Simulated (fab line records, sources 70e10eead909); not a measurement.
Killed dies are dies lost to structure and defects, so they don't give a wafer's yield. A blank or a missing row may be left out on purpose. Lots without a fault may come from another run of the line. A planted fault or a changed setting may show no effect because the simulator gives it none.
One fault seen from 3 desks | flow nand_harc | each desk has only its own numbers; what lay behind them comes last

THE DEFECT DESK
What the inspections along the route counted, lot by lot: means of the sampled wafers that have a number. A lot is out of limits, marked OUT, if its mean lies more than 4 standard deviations from the usual mean; the brackets give that distance.
Columns: A = raw_defect_count at NHARC_A_CONTACT_INSPECT_23, usual 516; B = raw_defect_count at NHARC_A_BLC_INSPECT_12, usual 84
lot  | first seen here | A   | B
L789 | day 22 21:40    | 601 | 53
L800 | day 27 00:39    | 628 | 225
L801 | day 27 02:23    | 481 | 105
L806 | day 29 18:58    | 355 | 35
L812 | day 31 15:40    | 484 | 81
L810 | day 31 21:07    | 438 | 144
This desk's finding: nothing out of limits on any of the 6 lots.

THE METROLOGY DESK
What the gauges read, lot by lot, whatever tool the lot ran on: means of the sampled wafers that have a number. A lot is out of limits, marked OUT, if its mean lies more than 4 standard deviations from the usual mean; the brackets give that distance.
Columns: A = cd_nm at NHARC_A_CONTACT_CD_MEAS_15, usual 189.9 nm; B = cd_nm at NHARC_A_BLC_CD_MEAS_10, usual 100.0 nm; C = overlay_x_nm at NHARC_A_BLC_OVL_MEAS_11, usual 0.0 nm; D = overlay_y_nm at NHARC_A_BLC_OVL_MEAS_11, usual -0.2 nm
lot  | first seen here | A     | B     | C    | D
L789 | day 22 19:15    | 190.1 | 100.0 | 0.4  | -0.9
L800 | day 26 22:13    | 190.2 | 100.1 | -0.3 | -0.1
L801 | day 26 23:56    | 189.6 | 100.1 | 0.8  | -0.2
L806 | day 29 16:13    | 190.2 | 101.0 | 0.2  | 0.4
L812 | day 31 13:13    | 190.4 | 99.8  | -0.1 | -1.3
L810 | day 31 18:41    | 189.5 | 100.0 | 0.3  | 0.8
This desk's finding: nothing out of limits on any of the 6 lots.

THE TOOL OWNER'S DESK: cmp-03
The tool's own readings at NHARC_A_CONTACT_CMP_20 (polishes, t overpolish 30 s, target thk 300 nm): means of the sampled wafers that have a number, for each lot that ran on this tool. A lot is out of limits, marked OUT, if its mean lies more than 4 standard deviations from the usual mean; the brackets give that distance.
Columns: A = motor_current_A at NHARC_A_CONTACT_CMP_20, usual 11.5 A; B = overpolish_run_s at NHARC_A_CONTACT_CMP_20, usual 30.000 s; C = retaining_ring_pressure_frac at NHARC_A_CONTACT_CMP_20, usual 1.000; D = time_to_endpoint_s at NHARC_A_CONTACT_CMP_20, usual 59 s
lot  | first seen here | A    | B      | C     | D
L800 | day 27 00:15    | 11.4 | 30.006 | 1.000 | 62
L801 | day 27 02:01    | 10.6 | 29.989 | 1.001 | 64
L810 | day 31 20:43    | 9.8  | 30.006 | 1.000 | 57
This desk's finding: nothing out of limits on any of the 3 lots.

PUT TOGETHER
The defect desk saw nothing out of limits.
The metrology desk saw nothing out of limits.
The tool owner's desk saw nothing out of limits.

WHAT THE SIMULATOR HAD PUT IN
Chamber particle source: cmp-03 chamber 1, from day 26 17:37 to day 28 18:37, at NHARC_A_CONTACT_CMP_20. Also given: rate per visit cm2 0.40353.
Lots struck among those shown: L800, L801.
